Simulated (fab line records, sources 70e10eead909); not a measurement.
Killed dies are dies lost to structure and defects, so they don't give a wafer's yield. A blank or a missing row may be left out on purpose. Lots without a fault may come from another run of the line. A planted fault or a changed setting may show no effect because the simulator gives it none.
Chamber matching | flow nand_harc | NHARC_A_WL_FILL_CMP_12 on cmp-04: 4 sister chambers
The step polishes, t overpolish 30 s, target thk 100 nm. 8 wafers are shown with their chamber, then 8 later ones without.

WAFERS WITH THEIR CHAMBER
wafer  | chamber | time_to_endpoint_s (s) | motor_current_A (A)
L082.3 | 0       | 20.4                   | 11.1
L084.3 | 0       | 19.8                   | 12.0
L085.5 | 2       | 25.3                   | 12.2
L085.6 | 1       | 18.3                   | 13.5
L091.2 | 3       | 19.4                   | 11.2
L091.3 | 2       | 21.6                   | 11.9
L091.4 | 1       | 17.7                   | 12.6
L092.1 | 3       | 20.7                   | 10.9

WAFERS WITHOUT THEIR CHAMBER
wafer  | time_to_endpoint_s (s) | motor_current_A (A)
L092.3 | 19.8                   | 12.8
L092.6 | 20.9                   | 11.4
L094.1 | 18.6                   | 11.6
L094.2 | 19.8                   | 11.8
L094.4 | 17.2                   | 12.9
L096.1 | 18.5                   | 11.5
L096.3 | 18.2                   | 11.2
L096.5 | 19.0                   | 11.5

WHICH CHAMBER EACH WENT THROUGH
wafer  | from the rows above          | in truth
L092.3 | can't be placed: 1 or 0 or 2 | 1
L092.6 | can't be placed: 0 or 3 or 2 | 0
L094.1 | can't be placed: 0 or 3      | 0
L094.2 | can't be placed: 0 or 3      | 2
L094.4 | 1                            | 1
L096.1 | can't be placed: 0 or 3      | 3
L096.3 | can't be placed: 3 or 0      | 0
L096.5 | can't be placed: 0 or 3      | 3
Placed correctly: 1 of 8. Can't be placed from these rows: 7 (the true chamber is among the candidates in 6). Placed wrongly: 0.
How it was worked out, from the rows above alone: a wafer's distance from a chamber is the root of the sum, over the readings, of the square of ((its reading less the chamber's mean) divided by the reading's scatter). The wafer belongs to the nearest chamber; if the next one is less than 2 further off, it can't be placed. A chamber's mean is the mean of its shown wafers. The scatter: the root of (the sum of the squares of (reading less its chamber's mean) over the shown wafers, divided by (wafers less chambers)).
